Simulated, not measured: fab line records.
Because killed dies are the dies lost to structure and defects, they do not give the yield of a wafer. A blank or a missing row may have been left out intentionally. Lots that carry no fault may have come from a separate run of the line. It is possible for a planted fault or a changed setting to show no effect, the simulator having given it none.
Which tool did it? | flow nand-harc | 72 wafers from 24 lots sampled at 6 of the route's 1302 steps

## WHAT EACH GAUGE READ, for each wafer
NHARC_P_M1_CD_MEAS_09: target cd 130 nm. Usual: cd-nm at 130.2 nm, with a standard deviation of 0.53.
lot  | measured     | on        | cd-nm (nm)        | flag
L074 | day 6 04:56  | cd-sem-02 | 129.8 130.4 129.6 |
L075 | day 6 13:36  | cd-sem-03 | 129.7 130.1 130.2 |
L076 | day 7 02:28  | cd-sem-01 | 130.6 130.8 130.4 |
L077 | day 7 17:34  | cd-sem-03 | 130.9 130.4 130.1 |
L078 | day 7 17:53  | cd-sem-01 | 130.4 130.0 129.5 |
L079 | day 8 03:19  | cd-sem-03 | 129.9 129.8 129.2 |
L080 | day 8 19:58  | cd-sem-01 | 129.4 130.1 129.9 |
L081 | day 9 00:32  | cd-sem-01 | 130.0 129.8 129.5 |
L082 | day 9 22:22  | cd-sem-01 | 129.9 130.7 130.8 |
L083 | day 10 02:29 | cd-sem-01 | 130.2 131.2 131.0 |
L084 | day 10 06:21 | cd-sem-02 | 130.7 130.1 130.5 |
L085 | day 10 19:00 | cd-sem-02 | 129.6 129.2 129.8 |
L086 | day 11 00:53 | cd-sem-03 | 130.1 129.3 129.8 |
L087 | day 11 11:34 | cd-sem-03 | 129.8 129.8 130.0 |
L089 | day 12 07:46 | cd-sem-02 | 129.4 130.0 130.1 |
L088 | day 12 08:37 | cd-sem-03 | 129.9 130.6 130.7 |
L090 | day 12 22:28 | cd-sem-01 | 130.5 130.0 129.7 |
L091 | day 13 02:22 | cd-sem-01 | 130.7 130.7 131.1 |
L092 | day 13 22:16 | cd-sem-02 | 130.2 130.1 130.2 |
L093 | day 14 02:34 | cd-sem-01 | 131.1 130.9 131.6 |
L094 | day 14 16:05 | cd-sem-01 | 129.7 130.3 130.5 |
L095 | day 14 17:51 | cd-sem-03 | 129.7 130.7 131.2 |
L096 | day 15 10:17 | cd-sem-01 | 130.4 130.5 130.6 |
L097 | day 16 03:28 | cd-sem-01 | 130.2 129.9 130.1 |

NHARC_P_M2_OVL_MEAS_10: pitch 340 nm. Usual: overlay-x-nm 0.2 nm, standard deviation 0.93; overlay-y-nm -0.1 nm, standard deviation 0.7.
lot  | measured     | on         | overlay-x-nm (nm) | overlay-y-nm (nm) | flag
L074 | day 6 09:45  | overlay-01 | -0.5 -0.3 -0.4    | 0.3 -0.1 0.3      |
L075 | day 6 17:43  | overlay-01 | 0.4 0.0 0.3       | -1.1 -1.0 -0.8    |
L076 | day 7 06:35  | overlay-02 | 0.4 1.0 0.8       | 0.0 -0.1 0.1      |
L077 | day 7 21:47  | overlay-02 | 0.4 0.4 0.3       | -0.5 -0.4 -0.3    |
L078 | day 7 22:14  | overlay-02 | -0.7 -0.1 -0.3    | -0.8 -0.4 -0.3    |
L079 | day 8 07:25  | overlay-01 | 0.3 0.4 0.3       | -1.5 -1.1 -0.8    |
L080 | day 9 00:05  | overlay-01 | -2.5 -2.0 -1.9    | -0.4 -0.6 -0.3    |
L081 | day 9 05:07  | overlay-02 | 1.2 0.7 1.1       | 0.4 0.2 0.6       |
L082 | day 10 02:39 | overlay-02 | 0.1 -0.1 0.0      | 1.1 1.1 1.0       |
L083 | day 10 06:42 | overlay-01 | 1.7 2.0 2.1       | 0.7 0.0 0.6       |
L084 | day 10 10:40 | overlay-02 | -0.4 -0.3 -0.2    | 0.3 -0.2 -0.4     |
L085 | day 10 23:25 | overlay-01 | -0.2 0.1 -0.1     | -0.1 0.6 0.9      |
L086 | day 11 05:10 | overlay-01 | -1.1 -0.8 -0.9    | 0.3 0.4 -0.1      |
L087 | day 11 16:04 | overlay-01 | 0.7 0.3 0.5       | -0.5 -0.4 0.2     |
L089 | day 12 11:54 | overlay-02 | 0.8 0.0 0.2       | 0.9 0.5 1.0       |
L088 | day 12 12:52 | overlay-02 | 1.2 0.9 0.6       | -1.0 -0.5 -0.6    |
L090 | day 13 02:43 | overlay-01 | 0.1 0.2 -0.1      | 0.0 0.1 0.2       |
L091 | day 13 06:28 | overlay-01 | 1.9 1.0 0.4       | -1.1 -0.5 -0.8    |
L092 | day 14 02:21 | overlay-02 | -0.2 -0.9 -1.3    | 1.5 1.3 1.2       |
L093 | day 14 06:55 | overlay-02 | 0.2 0.4 0.3       | 0.9 0.7 0.9       |
L094 | day 14 20:13 | overlay-02 | 1.7 1.5 1.9       | 0.4 -0.5 -0.4     |
L095 | day 14 21:58 | overlay-02 | 1.1 1.4 1.9       | -1.7 -1.4 -0.8    |
L096 | day 15 14:26 | overlay-01 | -1.3 -1.5 -1.5    | -0.6 -0.4 -0.2    |
L097 | day 16 07:34 | overlay-02 | 0.3 0.2 0.9       | -0.5 0.2 -0.6     |

## WHAT TOOL EACH LOT RAN ON (gives the tool, then ch and the chambers of the sampled wafers, and finally the start)
lot  | NHARC_P_CONTACT_ETCH_36                       | NHARC_P_CONTACT_ETCH_18                       | NHARC_P_M0_ETCH_34                 | NHARC_P_M1_ETCH_15
L074 | rie-diel-02 ch 0,1,3, day 6 01:16 or earlier  | rie-diel-02 ch 0,1,2, day 6 01:16 or earlier  | rie-diel-11 ch 0,1,2, day 6 01:16  | rie-diel-08 ch 0,1,2, day 6 09:45 or earlier
L075 | rie-diel-12 ch 0,3, day 6 09:49 or earlier    | rie-diel-12 ch 2,3, day 6 09:49 or earlier    | rie-diel-11 ch 1,3, day 6 09:49    | rie-diel-08 ch 0,1, day 6 17:43 or earlier
L076 | rie-diel-12 ch 0,2,3, day 6 22:40 or earlier  | rie-diel-12 ch 0,1, day 6 22:40 or earlier    | rie-diel-11 ch 1,2,3, day 6 22:40  | rie-diel-08 ch 1,2, day 7 06:35 or earlier
L077 | rie-diel-12 ch 0,3, day 7 13:48 or earlier    | rie-diel-12 ch 0,1,3, day 7 13:48 or earlier  | rie-diel-10 ch 0,1,3, day 7 13:48  | rie-diel-08 ch 1,2,3, day 7 21:47 or earlier
L078 | rie-diel-02 ch 0,3, day 7 14:07 or earlier    | rie-diel-02 ch 0,2,3, day 7 14:07 or earlier  | rie-diel-03 ch 0,1,2, day 7 14:07  | rie-diel-09 ch 0,3, day 7 22:14 or earlier
L079 | rie-diel-06 ch 0,1, day 7 23:31 or earlier    | rie-diel-06 ch 0,1, day 7 23:31 or earlier    | rie-diel-03 ch 2,3, day 7 23:31    | rie-diel-08 ch 1,2, day 8 07:25 or earlier
L080 | rie-diel-06 ch 2,3, day 8 15:43 or earlier    | rie-diel-06 ch 1,2, day 8 15:43 or earlier    | rie-diel-11 ch 0,1, day 8 15:43    | rie-diel-04 ch 0,2,3, day 9 00:05 or earlier
L081 | rie-diel-06 ch 0,1,2, day 8 20:45 or earlier  | rie-diel-06 ch 0,1,2, day 8 20:45 or earlier  | rie-diel-11 ch 0,1,2, day 8 20:45  | rie-diel-09 ch 0,2,3, day 9 05:07 or earlier
L082 | rie-diel-06 ch 0,1,2, day 9 18:34 or earlier  | rie-diel-06 ch 2,3, day 9 18:34 or earlier    | rie-diel-03 ch 0,3, day 9 18:34    | rie-diel-08 ch 1,2,3, day 10 02:39 or earlier
L083 | rie-diel-02 ch 0,1,2, day 9 22:46 or earlier  | rie-diel-02 ch 0,1,2, day 9 22:46 or earlier  | rie-diel-03 ch 1,2,3, day 9 22:46  | rie-diel-04 ch 0,2,3, day 10 06:42 or earlier
L084 | rie-diel-06 ch 0,2,3, day 10 02:32 or earlier | rie-diel-06 ch 1,2,3, day 10 02:32 or earlier | rie-diel-03 ch 0,2, day 10 02:32   | rie-diel-09 ch 0,2, day 10 10:40 or earlier
L085 | rie-diel-12 ch 1,2,3, day 10 15:13 or earlier | rie-diel-12 ch 0,1,3, day 10 15:13 or earlier | rie-diel-10 ch 0,1,2, day 10 15:13 | rie-diel-08 ch 1,3, day 10 23:25 or earlier
L086 | rie-diel-12 ch 0,1, day 10 21:06 or earlier   | rie-diel-12 ch 0,1,3, day 10 21:06 or earlier | rie-diel-03 ch 1,2, day 10 21:06   | rie-diel-09 ch 0,1,3, day 11 05:10 or earlier
L087 | rie-diel-02 ch 0,2,3, day 11 07:33 or earlier | rie-diel-02 ch 0,2,3, day 11 07:33 or earlier | rie-diel-03 ch 1,2,3, day 11 07:33 | rie-diel-09 ch 0,1,3, day 11 16:04 or earlier
L089 | rie-diel-12 ch 0,3, day 12 04:04 or earlier   | rie-diel-12 ch 0,1,2, day 12 04:04 or earlier | rie-diel-03 ch 1,3, day 12 04:04   | rie-diel-09 ch 1,2, day 12 11:54 or earlier
L088 | rie-diel-02 ch 0,1, day 12 04:50 or earlier   | rie-diel-02 ch 0,3, day 12 04:50 or earlier   | rie-diel-03 ch 1,2, day 12 04:50   | rie-diel-09 ch 1,3, day 12 12:52 or earlier
L090 | rie-diel-12 ch 0,1,3, day 12 18:34 or earlier | rie-diel-12 ch 1,2,3, day 12 18:34 or earlier | rie-diel-11 ch 2,3, day 12 18:34   | rie-diel-09 ch 1,2,3, day 13 02:43 or earlier
L091 | rie-diel-12 ch 0,1,3, day 12 22:32 or earlier | rie-diel-12 ch 0,1, day 12 22:32 or earlier   | rie-diel-10 ch 1,2, day 12 22:32   | rie-diel-09 ch 1,2,3, day 13 06:28 or earlier
L092 | rie-diel-06 ch 0,3, day 13 18:26 or earlier   | rie-diel-06 ch 0,3, day 13 18:26 or earlier   | rie-diel-11 ch 1,2, day 13 18:26   | rie-diel-09 ch 0,1, day 14 02:21 or earlier
L093 | rie-diel-12 ch 1,2, day 13 22:46 or earlier   | rie-diel-12 ch 0,1,2, day 13 22:46 or earlier | rie-diel-10 ch 0,1,3, day 13 22:46 | rie-diel-09 ch 0,1,3, day 14 06:55 or earlier
L094 | rie-diel-12 ch 1,2,3, day 14 12:19 or earlier | rie-diel-12 ch 0,2,3, day 14 12:19 or earlier | rie-diel-11 ch 0,2,3, day 14 12:19 | rie-diel-08 ch 0,1,2, day 14 20:13 or earlier
L095 | rie-diel-06 ch 1,2, day 14 14:04 or earlier   | rie-diel-06 ch 1,2,3, day 14 14:04 or earlier | rie-diel-10 ch 0,2,3, day 14 14:04 | rie-diel-09 ch 0,1, day 14 21:58 or earlier
L096 | rie-diel-12 ch 0,3, day 15 06:34 or earlier   | rie-diel-12 ch 0,2,3, day 15 06:34 or earlier | rie-diel-11 ch 0,1,2, day 15 06:34 | rie-diel-09 ch 0,1,3, day 15 14:26 or earlier
L097 | rie-diel-12 ch 0,1,3, day 15 23:41 or earlier | rie-diel-12 ch 0,1,3, day 15 23:41 or earlier | rie-diel-03 ch 0,1,3, day 15 23:41 | rie-diel-09 ch 0,1,2, day 16 07:34 or earlier
- NHARC_P_CONTACT_ETCH_36: etches the open film in N2/H2, target depth 260 nm, time 406.25 s.
- NHARC_P_CONTACT_ETCH_18: etches the open film in C4F8/O2/Ar, target depth 481 nm, time 240.5 s.
- NHARC_P_M0_ETCH_34: etches the open film in N2/H2, target depth 40 nm, overetch 12 nm, time 43.94 s.
- NHARC_P_M1_ETCH_15: etches the open film in C4F8/Ar, target depth 182.5 nm, time 91.2 s.

## AS READ BY THE TOOLS THEMSELVES (means over the sampled wafers that have a number; for cases with no such wafer, the mark the record gives instead)
NHARC_P_CONTACT_ETCH_36. Usual: drypump-motor-current-A 5.8 A, standard deviation 0.46; mfc-ar-sccm 0.004 sccm, standard deviation 0.0066; oes-product-au 1.000 a.u., standard deviation 0.0079; rf-vpp-V 431.6 V, standard deviation 2.9; showerhead-plenum-p-Torr 2.08 Torr, standard deviation 0.1; throttle-valve-pct 14.171 %, standard deviation 0.0082.
lot  | tool        | drypump-motor-current-A (A) | mfc-ar-sccm (sccm) | oes-product-au (a.u.) | rf-vpp-V (V) | showerhead-plenum-p-Torr (Torr) | throttle-valve-pct (%) | flag
L074 | rie-diel-02 | 5.3                         | 0.004              | 0.994                 | 429.3        | 1.99                            | 14.177                 |
L075 | rie-diel-12 | 5.9                         | 0.004              | 0.999                 | 432.4        | 2.10                            | 14.165                 |
L076 | rie-diel-12 | 5.8                         | 0.002              | 0.993                 | 431.4        | 2.07                            | 14.165                 |
L077 | rie-diel-12 | 5.9                         | 0.004              | 1.005                 | 432.4        | 2.10                            | 14.166                 |
L078 | rie-diel-02 | 5.2                         | 0.000              | 1.001                 | 430.2        | 2.08                            | 14.175                 |
L079 | rie-diel-06 | 5.8                         | 0.017              | 0.996                 | 433.0        | 2.14                            | 14.164                 |
L080 | rie-diel-06 | 5.9                         | 0.001              | 1.000                 | 430.5        | 2.05                            | 14.170                 |
L081 | rie-diel-06 | 5.8                         | 0.009              | 1.000                 | 431.5        | 2.11                            | 14.167                 |
L082 | rie-diel-06 | 5.8                         | 0.009              | 1.001                 | 432.8        | 2.11                            | 14.175                 |
L083 | rie-diel-02 | 5.1                         | 0.004              | 0.990                 | 429.0        | 2.01                            | 14.164                 |
L084 | rie-diel-06 | 5.9                         | 0.001              | 1.002                 | 431.4        | 2.08                            | 14.170                 |
L085 | rie-diel-12 | 5.9                         | 0.002              | 1.000                 | 430.2        | 2.05                            | 14.166                 |
L086 | rie-diel-12 | 6.4                         | 0.005              | 0.999                 | 434.4        | 2.16                            | 14.171                 |
L087 | rie-diel-02 | 5.0                         | 0.000              | 0.997                 | 431.6        | 2.09                            | 14.171                 |
L089 | rie-diel-12 | 5.9                         | 0.004              | 1.009                 | 432.3        | 2.10                            | 14.167                 |
L088 | rie-diel-02 | 5.4                         | 0.008              | 1.001                 | 426.6        | 1.91                            | 14.165                 |
L090 | rie-diel-12 | 6.1                         | 0.004              | 1.005                 | 431.7        | 2.09                            | 14.172                 |
L091 | rie-diel-12 | 6.0                         | 0.004              | 1.006                 | 431.9        | 2.09                            | 14.173                 |
L092 | rie-diel-06 | 5.9                         | 0.001              | 0.997                 | 431.3        | 2.07                            | 14.166                 |
L093 | rie-diel-12 | 6.3                         | 0.003              | 0.996                 | 433.5        | 2.12                            | 14.178                 |
L094 | rie-diel-12 | 5.9                         | 0.002              | 1.001                 | 430.6        | 2.05                            | 14.165                 |
L095 | rie-diel-06 | 5.9                         | 0.009              | 1.002                 | 431.6        | 2.08                            | 14.174                 |
L096 | rie-diel-12 | 5.9                         | 0.004              | 0.997                 | 431.6        | 2.10                            | 14.179                 |
L097 | rie-diel-12 | 6.0                         | 0.004              | 0.995                 | 432.0        | 2.09                            | 14.180                 |

NHARC_P_CONTACT_ETCH_18. Usual: oes-product-au 0.958 a.u., standard deviation 0.019; rf-vpp-V 981 V, standard deviation 6.4.
lot  | tool        | oes-product-au (a.u.) | rf-vpp-V (V) | flag
L074 | rie-diel-02 | 0.966                 | 975          |
L075 | rie-diel-12 | 0.926                 | 974          |
L076 | rie-diel-12 | 0.982                 | 987          |
L077 | rie-diel-12 | 0.970                 | 981          |
L078 | rie-diel-02 | 0.943                 | 981          |
L079 | rie-diel-06 | 0.922                 | 984          |
L080 | rie-diel-06 | 0.974                 | 983          |
L081 | rie-diel-06 | 0.968                 | 982          |
L082 | rie-diel-06 | 0.975                 | 979          |
L083 | rie-diel-02 | 0.966                 | 976          |
L084 | rie-diel-06 | 0.926                 | 980          |
L085 | rie-diel-12 | 0.931                 | 980          |
L086 | rie-diel-12 | 0.962                 | 980          |
L087 | rie-diel-02 | 0.965                 | 981          |
L089 | rie-diel-12 | 0.959                 | 984          |
L088 | rie-diel-02 | 0.950                 | 980          |
L090 | rie-diel-12 | 0.977                 | 979          |
L091 | rie-diel-12 | 0.973                 | 985          |
L092 | rie-diel-06 | 0.981                 | 981          |
L093 | rie-diel-12 | 0.951                 | 984          |
L094 | rie-diel-12 | 0.965                 | 980          |
L095 | rie-diel-06 | 0.962                 | 980          |
L096 | rie-diel-12 | 0.952                 | 978          |
L097 | rie-diel-12 | 0.966                 | 981          |

NHARC_P_M0_ETCH_34. Usual: drypump-motor-current-A 5.8 A, standard deviation 0.52; mfc-ar-sccm 0.007 sccm, standard deviation 0.011; oes-product-au 1.001 a.u., standard deviation 0.0079; rf-vpp-V 431 V, standard deviation 3; showerhead-plenum-p-Torr 2.04 Torr, standard deviation 0.1; throttle-valve-pct 14.172 %, standard deviation 0.0088.
lot  | tool        | drypump-motor-current-A (A) | mfc-ar-sccm (sccm) | oes-product-au (a.u.) | rf-vpp-V (V) | showerhead-plenum-p-Torr (Torr) | throttle-valve-pct (%) | flag
L074 | rie-diel-11 | 5.5                         | 0.012              | 0.996                 | 431          | 2.04                            | 14.170                 |
L075 | rie-diel-11 | 5.7                         | 0.011              | 0.994                 | 433          | 2.14                            | 14.176                 |
L076 | rie-diel-11 | 5.8                         | 0.014              | 1.001                 | 431          | 2.10                            | 14.160                 |
L077 | rie-diel-10 | 5.7                         | 0.000              | 0.994                 | 433          | 2.12                            | 14.176                 |
L078 | rie-diel-03 | 6.1                         | 0.000              | 0.996                 | 428          | 1.97                            | 14.165                 |
L079 | rie-diel-03 | 6.6                         | 0.001              | 0.996                 | 433          | 2.12                            | 14.169                 |
L080 | rie-diel-11 | 5.2                         | 0.018              | 0.991                 | 431          | 2.03                            | 14.174                 |
L081 | rie-diel-11 | 5.5                         | 0.012              | 1.004                 | 431          | 2.04                            | 14.176                 |
L082 | rie-diel-03 | 6.1                         | 0.001              | 0.999                 | 428          | 1.96                            | 14.170                 |
L083 | rie-diel-03 | 6.1                         | 0.001              | 0.999                 | 431          | 2.04                            | 14.184                 |
L084 | rie-diel-03 | 6.6                         | 0.000              | 1.003                 | 431          | 2.03                            | 14.173                 |
L085 | rie-diel-10 | 6.0                         | 0.004              | 1.002                 | 432          | 2.08                            | 14.172                 |
L086 | rie-diel-03 | 6.3                         | 0.000              | 1.008                 | 431          | 2.03                            | 14.172                 |
L087 | rie-diel-03 | 6.0                         | 0.001              | 1.008                 | 431          | 2.04                            | 14.170                 |
L089 | rie-diel-03 | 5.8                         | 0.003              | 1.011                 | 431          | 2.04                            | 14.174                 |
L088 | rie-diel-03 | 6.3                         | 0.000              | 1.005                 | 430          | 2.03                            | 14.168                 |
L090 | rie-diel-11 | 5.8                         | 0.026              | 0.989                 | 433          | 2.11                            | 14.172                 |
L091 | rie-diel-10 | 6.2                         | 0.008              | 1.009                 | 430          | 2.04                            | 14.176                 |
L092 | rie-diel-11 | 5.8                         | 0.006              | 1.005                 | 430          | 2.04                            | 14.172                 |
L093 | rie-diel-10 | 5.7                         | 0.000              | 1.002                 | 431          | 2.10                            | 14.164                 |
L094 | rie-diel-11 | 5.5                         | 0.023              | 0.996                 | 431          | 2.05                            | 14.179                 |
L095 | rie-diel-10 | 5.8                         | 0.004              | 1.011                 | 430          | 2.03                            | 14.174                 |
L096 | rie-diel-11 | 5.5                         | 0.012              | 0.997                 | 430          | 2.03                            | 14.170                 |
L097 | rie-diel-03 | 5.8                         | 0.001              | 1.005                 | 435          | 2.18                            | 14.172                 |

NHARC_P_M1_ETCH_15. Usual: oes-product-au 0.957 a.u., standard deviation 0.019; rf-vpp-V 439.1 V, standard deviation 2.3.
lot  | tool        | oes-product-au (a.u.) | rf-vpp-V (V) | flag
L074 | rie-diel-08 | 0.962                 | 438.5        |
L075 | rie-diel-08 | 0.926                 | 438.3        |
L076 | rie-diel-08 | 0.969                 | 441.9        |
L077 | rie-diel-08 | 0.962                 | 441.8        |
L078 | rie-diel-09 | 0.968                 | 438.1        |
L079 | rie-diel-08 | 0.921                 | 442.0        |
L080 | rie-diel-04 | 0.976                 | 438.6        |
L081 | rie-diel-09 | 0.965                 | 438.4        |
L082 | rie-diel-08 | 0.963                 | 441.4        |
L083 | rie-diel-04 | 0.954                 | 438.7        |
L084 | rie-diel-09 | 0.958                 | 439.6        |
L085 | rie-diel-08 | 0.961                 | 440.2        |
L086 | rie-diel-09 | 0.968                 | 438.9        |
L087 | rie-diel-09 | 0.926                 | 439.7        |
L089 | rie-diel-09 | 0.955                 | 437.6        |
L088 | rie-diel-09 | 0.977                 | 438.0        |
L090 | rie-diel-09 | 0.957                 | 438.2        |
L091 | rie-diel-09 | 0.964                 | 437.0        |
L092 | rie-diel-09 | 0.960                 | 439.7        |
L093 | rie-diel-09 | 0.922                 | 438.7        |
L094 | rie-diel-08 | 0.970                 | 439.5        |
L095 | rie-diel-09 | 0.955                 | 438.5        |
L096 | rie-diel-09 | 0.967                 | 438.2        |
L097 | rie-diel-09 | 0.957                 | 438.8        |

## THE ANSWER, worked out from the rows above alone
Rule: lot off if the mean of its wafers having a number is beyond 3 standard deviations from the usual mean. Also off: a lot with no number at a reading for which 4 or more lots have one. Where the step has rows for the other lots, those lots are counted as sound. After the gauges, taken in route order, come the tools' own readings; for these a lot's mean is taken, as printed above. The first step at which some lot is off is used, and at that step the reading that is off furthest; a lot without a number counts as furthest.
No lot is off on any of the readings shown, so nothing can be concluded from this.

## WHAT HAD BEEN PUT IN BY THE SIMULATOR
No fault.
